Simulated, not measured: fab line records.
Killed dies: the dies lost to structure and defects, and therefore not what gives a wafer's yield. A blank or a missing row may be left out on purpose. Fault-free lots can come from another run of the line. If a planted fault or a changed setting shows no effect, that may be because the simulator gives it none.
The tool behind it: which one? / flow nandHarc / 37 wafers from 13 lots sampled at 5 of the route's 1159 steps

== WHAT THE GAUGES READ, wafer by wafer ==
NHARC_A_BLC_OVL_MEAS_11. Usual: overlayXNm 0.2 nm, standard deviation 1.1; overlayYNm 0.3 nm, standard deviation 0.87.
lot=L868; measured=day 17 06:53; on=overlay-01; overlayXNm (nm)=1.6 1.4 1.0; overlayYNm (nm)=-0.5 -0.7 -0.3; flag=
lot=L869; measured=day 17 17:54; on=overlay-02; overlayXNm (nm)=-0.9 -0.7 -0.4; overlayYNm (nm)=-0.2 -0.2 -0.9; flag=
lot=L870; measured=day 17 19:23; on=overlay-01; overlayXNm (nm)=-0.7 -0.6 -0.2; overlayYNm (nm)=0.5 0.2 0.9; flag=
lot=L874; measured=day 18 11:39; on=overlay-02; overlayXNm (nm)=1.2 1.0 1.3; overlayYNm (nm)=-0.5 -0.2 -0.2; flag=
lot=L873; measured=day 18 12:49; on=overlay-02; overlayXNm (nm)=0.3 0.5 0.3; overlayYNm (nm)=0.9 0.9 0.5; flag=
lot=L875; measured=day 19 00:14; on=overlay-02; overlayXNm (nm)=-1.5 -1.1 -1.7; overlayYNm (nm)=2.3 1.9 1.7; flag=
lot=L876; measured=day 19 12:56; on=overlay-02; overlayXNm (nm)=-1.7 -1.5 -1.4; overlayYNm (nm)=0.6 1.4 1.1; flag=
lot=L877; measured=day 19 13:38; on=overlay-01; overlayXNm (nm)=0.6 0.1 0.5; overlayYNm (nm)=1.0 1.2 0.7; flag=
lot=L879; measured=day 20 08:32; on=overlay-01; overlayXNm (nm)=0.8 0.7 -0.1; overlayYNm (nm)=-0.2 -0.4 -0.4; flag=
lot=L886; measured=day 21 12:31; on=overlay-01; overlayXNm (nm)=-0.5 0.0; overlayYNm (nm)=-0.1 -0.4; flag=
lot=L885; measured=day 22 03:28; on=overlay-01; overlayXNm (nm)=1.0 0.9; overlayYNm (nm)=-0.1 0.1; flag=
lot=L889; measured=day 22 20:41; on=overlay-02; overlayXNm (nm)=-0.3 -0.4 -0.9; overlayYNm (nm)=-0.2 -0.2 -0.7; flag=
lot=L891; measured=day 23 03:29; on=overlay-02; overlayXNm (nm)=0.8 0.4 0.3; overlayYNm (nm)=0.6 0.3 0.9; flag=

NHARC_END_SORT_01. Usual: killedAtArray 26, standard deviation 10; killedAtOther 0.5, standard deviation 0.87; killedAtPeriphery 3.0, standard deviation 2.5; killedDies 29, standard deviation 11; killedOpen 3.3, standard deviation 1.9; killedShort 1.8, standard deviation 1.5.
lot=L886; measured=day 23 13:57; on=prober-02; killedAtArray=34 57; killedAtOther=0 0; killedAtPeriphery=4 1; killedDies=38 58; killedOpen=5 5; killedShort=0 1; flag=
lot=L885; measured=day 24 05:56; on=prober-01; killedAtArray=32 43; killedAtOther=1 1; killedAtPeriphery=4 2; killedDies=37 46; killedOpen=2 6; killedShort=5 0; flag=

== EACH LOT AND THE TOOL THAT RAN IT (in order: tool; ch and the chambers of the sampled wafers; start) ==
lot=L868; NHARC_A_BLC_ETCH_16=rieDiel-10 ch 0,2,3, day 17 07:05; NHARC_A_BLC_ETCH_17=rieDiel-10 ch 0,1,2, day 17 08:34 or earlier; NHARC_A_BLC_DEGAS_30=pvdSputter-02, day 17 08:34
lot=L869; NHARC_A_BLC_ETCH_16=rieDiel-04 ch 1,2,3, day 17 18:05; NHARC_A_BLC_ETCH_17=rieDiel-04 ch 1,2, day 17 19:35 or earlier; NHARC_A_BLC_DEGAS_30=pvdSputter-01, day 17 19:35
lot=L870; NHARC_A_BLC_ETCH_16=rieDiel-10 ch 0,1,2, day 17 19:34; NHARC_A_BLC_ETCH_17=rieDiel-10 ch 0,1,3, day 17 21:04 or earlier; NHARC_A_BLC_DEGAS_30=pvdSputter-02, day 17 21:04
lot=L874; NHARC_A_BLC_ETCH_16=rieDiel-04 ch 0,1,3, day 18 11:50; NHARC_A_BLC_ETCH_17=rieDiel-04 ch 0,1,3, day 18 13:41 or earlier; NHARC_A_BLC_DEGAS_30=pvdSputter-02, day 18 13:41
lot=L873; NHARC_A_BLC_ETCH_16=rieDiel-10 ch 1,2, day 18 13:06; NHARC_A_BLC_ETCH_17=rieDiel-10 ch 1,2, day 18 14:37 or earlier; NHARC_A_BLC_DEGAS_30=pvdSputter-02, day 18 14:37
lot=L875; NHARC_A_BLC_ETCH_16=rieDiel-10 ch 0,1,2, day 19 00:26; NHARC_A_BLC_ETCH_17=rieDiel-10 ch 1,2, day 19 01:56 or earlier; NHARC_A_BLC_DEGAS_30=pvdSputter-02, day 19 01:56
lot=L876; NHARC_A_BLC_ETCH_16=rieDiel-10 ch 0,2,3, day 19 13:10; NHARC_A_BLC_ETCH_17=rieDiel-10 ch 0,2, day 19 14:42 or earlier; NHARC_A_BLC_DEGAS_30=pvdSputter-01, day 19 14:42
lot=L877; NHARC_A_BLC_ETCH_16=rieDiel-04 ch 0,1,3, day 19 13:52; NHARC_A_BLC_ETCH_17=rieDiel-04 ch 2,3, day 19 15:26 or earlier; NHARC_A_BLC_DEGAS_30=pvdSputter-02, day 19 15:26
lot=L879; NHARC_A_BLC_ETCH_16=rieDiel-10 ch 1,2,3, day 20 08:43; NHARC_A_BLC_ETCH_17=rieDiel-10 ch 1,2, day 20 10:13 or earlier; NHARC_A_BLC_DEGAS_30=pvdSputter-02, day 20 10:13
lot=L886; NHARC_A_BLC_ETCH_16=rieDiel-10 ch 0,3, day 21 12:43; NHARC_A_BLC_ETCH_17=rieDiel-10 ch 2,3, day 21 14:14 or earlier; NHARC_A_BLC_DEGAS_30=pvdSputter-03, day 21 14:14
lot=L885; NHARC_A_BLC_ETCH_16=rieDiel-10 ch 2,3, day 22 03:40; NHARC_A_BLC_ETCH_17=rieDiel-10 ch 1,3, day 22 05:09 or earlier; NHARC_A_BLC_DEGAS_30=pvdSputter-03, day 22 05:09
lot=L889; NHARC_A_BLC_ETCH_16=rieDiel-04 ch 0,1,3, day 22 20:53; NHARC_A_BLC_ETCH_17=rieDiel-04 ch 0,3, day 22 22:37 or earlier; NHARC_A_BLC_DEGAS_30=pvdSputter-03, day 22 22:37
lot=L891; NHARC_A_BLC_ETCH_16=rieDiel-04 ch 1,2,3, day 23 03:40; NHARC_A_BLC_ETCH_17=rieDiel-04 ch 0,2,3, day 23 05:10 or earlier; NHARC_A_BLC_DEGAS_30=pvdSputter-01, day 23 05:10
- NHARC_A_BLC_ETCH_16: etches the open film in CF4, target depth 39 nm, time 65 s.
- NHARC_A_BLC_ETCH_17: etches the open film in N2/H2, target depth 390 nm, time 609.38 s.
- NHARC_A_BLC_DEGAS_30: time 60 s.

== WHAT THE TOOLS THEMSELVES READ (means of the sampled wafers that have a number; where no wafer has one, the mark that the record gives instead) ==
NHARC_A_BLC_ETCH_16. Usual: drypumpMotorCurrentA 5.8 A, standard deviation 0.44; oesProductAu 1.000 a.u., standard deviation 0.0092; rfVppV 151.2 V, standard deviation 0.97; showerheadPlenumPTorr 1.77 Torr, standard deviation 0.051; throttleValvePct 13.281 %, standard deviation 0.0084.
lot=L868; tool=rieDiel-10; drypumpMotorCurrentA (A)=5.8; oesProductAu (a.u.)=0.994; rfVppV (V)=150.9; showerheadPlenumPTorr (Torr)=1.73; throttleValvePct (%)=13.278; flag=
lot=L869; tool=rieDiel-04; drypumpMotorCurrentA (A)=5.9; oesProductAu (a.u.)=1.012; rfVppV (V)=152.2; showerheadPlenumPTorr (Torr)=1.85; throttleValvePct (%)=13.287; flag=
lot=L870; tool=rieDiel-10; drypumpMotorCurrentA (A)=5.8; oesProductAu (a.u.)=0.995; rfVppV (V)=150.5; showerheadPlenumPTorr (Torr)=1.75; throttleValvePct (%)=13.279; flag=
lot=L874; tool=rieDiel-04; drypumpMotorCurrentA (A)=5.6; oesProductAu (a.u.)=1.005; rfVppV (V)=152.2; showerheadPlenumPTorr (Torr)=1.83; throttleValvePct (%)=13.285; flag=
lot=L873; tool=rieDiel-10; drypumpMotorCurrentA (A)=5.7; oesProductAu (a.u.)=0.987; rfVppV (V)=150.9; showerheadPlenumPTorr (Torr)=1.76; throttleValvePct (%)=13.284; flag=
lot=L875; tool=rieDiel-10; drypumpMotorCurrentA (A)=5.8; oesProductAu (a.u.)=0.995; rfVppV (V)=150.8; showerheadPlenumPTorr (Torr)=1.74; throttleValvePct (%)=13.279; flag=
lot=L876; tool=rieDiel-10; drypumpMotorCurrentA (A)=5.8; oesProductAu (a.u.)=0.993; rfVppV (V)=151.4; showerheadPlenumPTorr (Torr)=1.73; throttleValvePct (%)=13.277; flag=
lot=L877; tool=rieDiel-04; drypumpMotorCurrentA (A)=5.7; oesProductAu (a.u.)=1.006; rfVppV (V)=151.1; showerheadPlenumPTorr (Torr)=1.83; throttleValvePct (%)=13.293; flag=
lot=L879; tool=rieDiel-10; drypumpMotorCurrentA (A)=5.9; oesProductAu (a.u.)=0.998; rfVppV (V)=150.2; showerheadPlenumPTorr (Torr)=1.74; throttleValvePct (%)=13.279; flag=
lot=L886; tool=rieDiel-10; drypumpMotorCurrentA (A)=5.9; oesProductAu (a.u.)=0.920; rfVppV (V)=151.4; showerheadPlenumPTorr (Torr)=1.70; throttleValvePct (%)=13.284; flag=OFF
lot=L885; tool=rieDiel-10; drypumpMotorCurrentA (A)=5.8; oesProductAu (a.u.)=0.922; rfVppV (V)=150.1; showerheadPlenumPTorr (Torr)=1.73; throttleValvePct (%)=13.278; flag=OFF
lot=L889; tool=rieDiel-04; drypumpMotorCurrentA (A)=5.6; oesProductAu (a.u.)=1.007; rfVppV (V)=151.5; showerheadPlenumPTorr (Torr)=1.83; throttleValvePct (%)=13.290; flag=
lot=L891; tool=rieDiel-04; drypumpMotorCurrentA (A)=5.9; oesProductAu (a.u.)=1.004; rfVppV (V)=152.0; showerheadPlenumPTorr (Torr)=1.85; throttleValvePct (%)=13.280; flag=

NHARC_A_BLC_ETCH_17. Usual: drypumpMotorCurrentA 5.8 A, standard deviation 0.43; oesProductAu 0.998 a.u., standard deviation 0.0099; rfVppV 430.5 V, standard deviation 2; showerheadPlenumPTorr 2.04 Torr, standard deviation 0.067; throttleValvePct 14.171 %, standard deviation 0.008.
lot=L868; tool=rieDiel-10; drypumpMotorCurrentA (A)=5.8; oesProductAu (a.u.)=0.998; rfVppV (V)=429.0; showerheadPlenumPTorr (Torr)=2.01; throttleValvePct (%)=14.174; flag=
lot=L869; tool=rieDiel-04; drypumpMotorCurrentA (A)=5.8; oesProductAu (a.u.)=1.017; rfVppV (V)=433.2; showerheadPlenumPTorr (Torr)=2.15; throttleValvePct (%)=14.173; flag=
lot=L870; tool=rieDiel-10; drypumpMotorCurrentA (A)=6.0; oesProductAu (a.u.)=0.992; rfVppV (V)=429.6; showerheadPlenumPTorr (Torr)=1.98; throttleValvePct (%)=14.169; flag=
lot=L874; tool=rieDiel-04; drypumpMotorCurrentA (A)=5.7; oesProductAu (a.u.)=1.019; rfVppV (V)=432.3; showerheadPlenumPTorr (Torr)=2.12; throttleValvePct (%)=14.171; flag=
lot=L873; tool=rieDiel-10; drypumpMotorCurrentA (A)=5.7; oesProductAu (a.u.)=0.997; rfVppV (V)=431.1; showerheadPlenumPTorr (Torr)=2.03; throttleValvePct (%)=14.174; flag=
lot=L875; tool=rieDiel-10; drypumpMotorCurrentA (A)=5.9; oesProductAu (a.u.)=0.993; rfVppV (V)=430.9; showerheadPlenumPTorr (Torr)=2.03; throttleValvePct (%)=14.177; flag=
lot=L876; tool=rieDiel-10; drypumpMotorCurrentA (A)=5.6; oesProductAu (a.u.)=1.000; rfVppV (V)=430.1; showerheadPlenumPTorr (Torr)=2.02; throttleValvePct (%)=14.176; flag=
lot=L877; tool=rieDiel-04; drypumpMotorCurrentA (A)=6.0; oesProductAu (a.u.)=0.998; rfVppV (V)=432.9; showerheadPlenumPTorr (Torr)=2.14; throttleValvePct (%)=14.170; flag=
lot=L879; tool=rieDiel-10; drypumpMotorCurrentA (A)=5.9; oesProductAu (a.u.)=0.996; rfVppV (V)=430.6; showerheadPlenumPTorr (Torr)=2.03; throttleValvePct (%)=14.169; flag=
lot=L886; tool=rieDiel-10; drypumpMotorCurrentA (A)=5.8; oesProductAu (a.u.)=0.982; rfVppV (V)=428.9; showerheadPlenumPTorr (Torr)=1.99; throttleValvePct (%)=14.167; flag=
lot=L885; tool=rieDiel-10; drypumpMotorCurrentA (A)=6.0; oesProductAu (a.u.)=0.996; rfVppV (V)=428.4; showerheadPlenumPTorr (Torr)=1.97; throttleValvePct (%)=14.167; flag=
lot=L889; tool=rieDiel-04; drypumpMotorCurrentA (A)=5.7; oesProductAu (a.u.)=1.005; rfVppV (V)=433.5; showerheadPlenumPTorr (Torr)=2.11; throttleValvePct (%)=14.174; flag=
lot=L891; tool=rieDiel-04; drypumpMotorCurrentA (A)=5.5; oesProductAu (a.u.)=0.999; rfVppV (V)=432.1; showerheadPlenumPTorr (Torr)=2.12; throttleValvePct (%)=14.174; flag=

NHARC_A_BLC_DEGAS_30. Usual: heaterPowerW reads 471 W (standard deviation 44).
lot=L868; tool=pvdSputter-02; heaterPowerW (W)=506; flag=
lot=L869; tool=pvdSputter-01; heaterPowerW (W)=463; flag=
lot=L870; tool=pvdSputter-02; heaterPowerW (W)=464; flag=
lot=L874; tool=pvdSputter-02; heaterPowerW (W)=473; flag=
lot=L873; tool=pvdSputter-02; heaterPowerW (W)=453; flag=
lot=L875; tool=pvdSputter-02; heaterPowerW (W)=454; flag=
lot=L876; tool=pvdSputter-01; heaterPowerW (W)=455; flag=
lot=L877; tool=pvdSputter-02; heaterPowerW (W)=496; flag=
lot=L879; tool=pvdSputter-02; heaterPowerW (W)=464; flag=
lot=L886; tool=pvdSputter-03; heaterPowerW (W)=493; flag=
lot=L885; tool=pvdSputter-03; heaterPowerW (W)=498; flag=
lot=L889; tool=pvdSputter-03; heaterPowerW (W)=498; flag=
lot=L891; tool=pvdSputter-01; heaterPowerW (W)=450; flag=

== THE ANSWER, worked out from the rows above alone ==
Rule: lot off if the mean of its wafers having a number is beyond 3 standard deviations from the usual mean. Also off: a lot with no number at a reading for which 4 or more lots have one. The other lots that the step has rows for count as sound. First the gauges in route order, then the tools' own readings, where a lot's mean is used as printed above. At the first step where some lot is off, the reading lying furthest off is the one used; lots without a number count as furthest.
Off, at NHARC_A_BLC_ETCH_16 on oesProductAu: L886, L885.
A tool fits if, at that step or a process step before it, it ran every lot that is off, and no sound lot after the first of them. One fits: rieDiel-10 at NHARC_A_BLC_ETCH_16. A fault onset in the window from L879 (day 20 08:43, its last sound lot) to L886 (day 21 12:43, its first lot off) fits.
The tool's own readings at NHARC_A_BLC_ETCH_16 bear it out: on the lots that are off they differ by more than 5 times the standard deviation of the sound lots' means. oesProductAu reads 0.921 a.u. there against 1.000 a.u. on the sound lots.

== WHAT WAS PUT IN BY THE SIMULATOR ==
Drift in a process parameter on rieDiel-10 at NHARC_A_BLC_ETCH_16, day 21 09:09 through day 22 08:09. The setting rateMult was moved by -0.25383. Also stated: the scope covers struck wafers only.
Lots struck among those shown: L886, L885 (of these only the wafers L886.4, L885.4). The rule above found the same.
